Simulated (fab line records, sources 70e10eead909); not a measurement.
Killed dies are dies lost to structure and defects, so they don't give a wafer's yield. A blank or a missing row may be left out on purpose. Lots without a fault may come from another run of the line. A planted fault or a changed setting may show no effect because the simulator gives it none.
Chamber matching | flow nand_harc | NHARC_A_STAIRCASE_DESCUM_312 on rie_diel-11: 4 sister chambers
The step chemistry O2, time 3 s. 4 wafers are shown with their chamber, then 10 later ones without.

WAFERS WITH THEIR CHAMBER
wafer  | chamber | showerhead_plenum_p_Torr (Torr)
L076.5 | 2       | 1.85
L085.6 | 1       | 1.89
L084.3 | 3       | 2.05
L084.5 | 0       | 2.03

WAFERS WITHOUT THEIR CHAMBER
wafer  | showerhead_plenum_p_Torr (Torr)
L084.6 | 1.89
L088.4 | 1.83
L088.5 | 1.88
L088.6 | 2.03
L093.2 | 1.83
L093.3 | 2.04
L093.5 | 1.88
L096.1 | 1.87
L096.3 | 2.04
L096.4 | 2.02

WHICH CHAMBER EACH WENT THROUGH
wafer  | from the rows above     | in truth
L084.6 | 1                       | 1
L088.4 | 2                       | 2
L088.5 | can't be placed: 1 or 2 | 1
L088.6 | can't be placed: 0 or 3 | 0
L093.2 | 2                       | 2
L093.3 | can't be placed: 3 or 0 | 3
L093.5 | can't be placed: 1 or 2 | 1
L096.1 | can't be placed: 1 or 2 | 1
L096.3 | can't be placed: 3 or 0 | 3
L096.4 | can't be placed: 0 or 3 | 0
Placed correctly: 3 of 10. Can't be placed from these rows: 7 (the true chamber is among the candidates in 7). Placed wrongly: 0.
How it was worked out, from the rows above alone: a wafer's distance from a chamber is the root of the sum, over the readings, of the square of ((its reading less the chamber's mean) divided by the reading's scatter). The wafer belongs to the nearest chamber; if the next one is less than 2 further off, it can't be placed. A chamber's mean is the mean of its shown wafers. The scatter: with one shown wafer a chamber, the root of the mean of the squares of how far each hidden wafer lies from its nearest shown one.
